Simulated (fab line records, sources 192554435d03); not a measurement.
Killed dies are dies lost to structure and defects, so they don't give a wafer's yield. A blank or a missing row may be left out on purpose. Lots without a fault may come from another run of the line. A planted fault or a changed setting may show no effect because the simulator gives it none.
Chamber matching | flow n5_finfet | N5_BEOL_M8_PECVD_70 on pecvd-03: 3 sister chambers
The step deposits SiO2 from TEOS/O2, target thk 20 nm, time 22.7 s. 18 wafers are shown with their chamber, then 9 later ones without.

WAFERS WITH THEIR CHAMBER
wafer  | chamber | throttle_valve_pct (%) | heater_power_outer_w (W) | heater_power_w (W)
L075.2 | 2       | 19.9                   | 550                      | 873
L075.5 | 2       | 19.8                   | 530                      | 870
L075.6 | 0       | 22.1                   | 423                      | 731
L082.2 | 0       | 22.3                   | 484                      | 775
L082.4 | 1       | 23.8                   | 419                      | 737
L082.5 | 2       | 19.9                   | 487                      | 827
L084.1 | 1       | 24.0                   | 481                      | 823
L084.5 | 2       | 19.6                   | 488                      | 810
L084.6 | 0       | 22.5                   | 514                      | 852
L086.1 | 1       | 23.7                   | 372                      | 679
L086.3 | 0       | 22.6                   | 470                      | 796
L086.5 | 1       | 23.7                   | 374                      | 682
L089.1 | 0       | 22.3                   | 521                      | 849
L089.4 | 2       | 20.0                   | 507                      | 833
L089.5 | 0       | 22.7                   | 525                      | 856
L090.2 | 0       | 22.4                   | 504                      | 820
L090.3 | 1       | 23.7                   | 360                      | 680
L090.5 | 1       | 23.9                   | 360                      | 669

SIGNATURES (means of the wafers above)
reading              | chamber 0 | chamber 1 | chamber 2 | scatter within a chamber
throttle_valve_pct   | 22.414    | 23.800    | 19.840    | 0.167
heater_power_outer_w | 491.57    | 394.33    | 512.40    | 38.5
heater_power_w       | 811.29    | 711.67    | 842.60    | 47.6
Rule: a wafer's distance from a chamber is the root of the sum, over the readings, of the square of ((its reading less the chamber's mean) divided by the reading's scatter). The wafer belongs to the nearest chamber; if the next one is less than 2 further off, it can't be placed. The scatter: the root of (the sum of the squares of (reading less its chamber's mean) over the shown wafers, divided by (wafers less chambers)).

WAFERS WITHOUT THEIR CHAMBER
wafer  | throttle_valve_pct (%) | heater_power_outer_w (W) | heater_power_w (W)
L093.3 | 22.2                   | 440                      | 792
L093.5 | 23.8                   | 425                      | 748
L093.6 | 20.1                   | 571                      | 883
L096.2 | 23.6                   | 452                      | 773
L096.4 | 23.6                   | 447                      | 807
L096.5 | 22.2                   | 551                      | 882
L097.3 | 22.4                   | 503                      | 826
L097.5 | 20.0                   | 457                      | 792
L097.6 | 23.7                   | 476                      | 798

WHICH CHAMBER EACH WENT THROUGH
wafer  | from the rows above | in truth
L093.3 | 0                   | 0
L093.5 | 1                   | 1
L093.6 | 2                   | 2
L096.2 | 1                   | 1
L096.4 | 1                   | 1
L096.5 | 0                   | 0
L097.3 | 0                   | 0
L097.5 | 2                   | 2
L097.6 | 1                   | 1
Placed correctly: 9 of 9. Can't be placed from these rows: 0. Placed wrongly: 0.
